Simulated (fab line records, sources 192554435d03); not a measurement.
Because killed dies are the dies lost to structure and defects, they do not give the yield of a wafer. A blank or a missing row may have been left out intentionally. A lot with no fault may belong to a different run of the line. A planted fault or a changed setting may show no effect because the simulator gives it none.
Matching of chambers / flow n5_finfet / N5_FIN_SAQP_PECVD_06 on pecvd-03: 3 sister chambers
The step deposits a-Si from SiH4/He, target thk 60 nm, time 48.1 s. 6 wafers are shown with their chamber, then 8 later ones without.

== WAFERS WITH THEIR CHAMBER ==
wafer=L079.2; chamber=0; throttle_valve_pct (%)=17.9; showerhead_plenum_p_Torr (Torr)=5.63
wafer=L079.5; chamber=2; throttle_valve_pct (%)=16.7; showerhead_plenum_p_Torr (Torr)=5.68
wafer=L081.3; chamber=2; throttle_valve_pct (%)=16.6; showerhead_plenum_p_Torr (Torr)=5.67
wafer=L081.4; chamber=1; throttle_valve_pct (%)=18.3; showerhead_plenum_p_Torr (Torr)=5.60
wafer=L081.6; chamber=0; throttle_valve_pct (%)=18.0; showerhead_plenum_p_Torr (Torr)=5.61
wafer=L089.2; chamber=1; throttle_valve_pct (%)=18.1; showerhead_plenum_p_Torr (Torr)=5.60

== WAFERS WITH NO CHAMBER GIVEN ==
wafer=L089.4; throttle_valve_pct (%)=16.7; showerhead_plenum_p_Torr (Torr)=5.67
wafer=L089.5; throttle_valve_pct (%)=18.0; showerhead_plenum_p_Torr (Torr)=5.61
wafer=L094.3; throttle_valve_pct (%)=18.7; showerhead_plenum_p_Torr (Torr)=5.61
wafer=L094.5; throttle_valve_pct (%)=18.3; showerhead_plenum_p_Torr (Torr)=5.60
wafer=L094.6; throttle_valve_pct (%)=17.8; showerhead_plenum_p_Torr (Torr)=5.63
wafer=L095.1; throttle_valve_pct (%)=18.4; showerhead_plenum_p_Torr (Torr)=5.61
wafer=L095.3; throttle_valve_pct (%)=16.8; showerhead_plenum_p_Torr (Torr)=5.67
wafer=L095.6; throttle_valve_pct (%)=16.7; showerhead_plenum_p_Torr (Torr)=5.68

== EACH ONE'S CHAMBER ==
wafer=L089.4; from the rows above=2; in truth=2
wafer=L089.5; from the rows above=can't be placed: 0 or 1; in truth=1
wafer=L094.3; from the rows above=1; in truth=1
wafer=L094.5; from the rows above=1; in truth=1
wafer=L094.6; from the rows above=0; in truth=0
wafer=L095.1; from the rows above=1; in truth=1
wafer=L095.3; from the rows above=2; in truth=2
wafer=L095.6; from the rows above=2; in truth=2
Placed correctly: 7 of 8. Not placeable from these rows: 1 (in 1, the candidates include the true chamber). Placed wrongly: 0.
How it was worked out, from the rows above alone: a wafer's distance from a chamber is the root of the sum, over the readings, of the square of ((its reading less the chamber's mean) divided by the reading's scatter). The wafer belongs to the nearest chamber; if the next one is less than 2 further off, it can't be placed. The mean given for a chamber averages the wafers shown for that chamber. The scatter: the root of (the sum of the squares of (reading less its chamber's mean) over the shown wafers, divided by (wafers less chambers)).
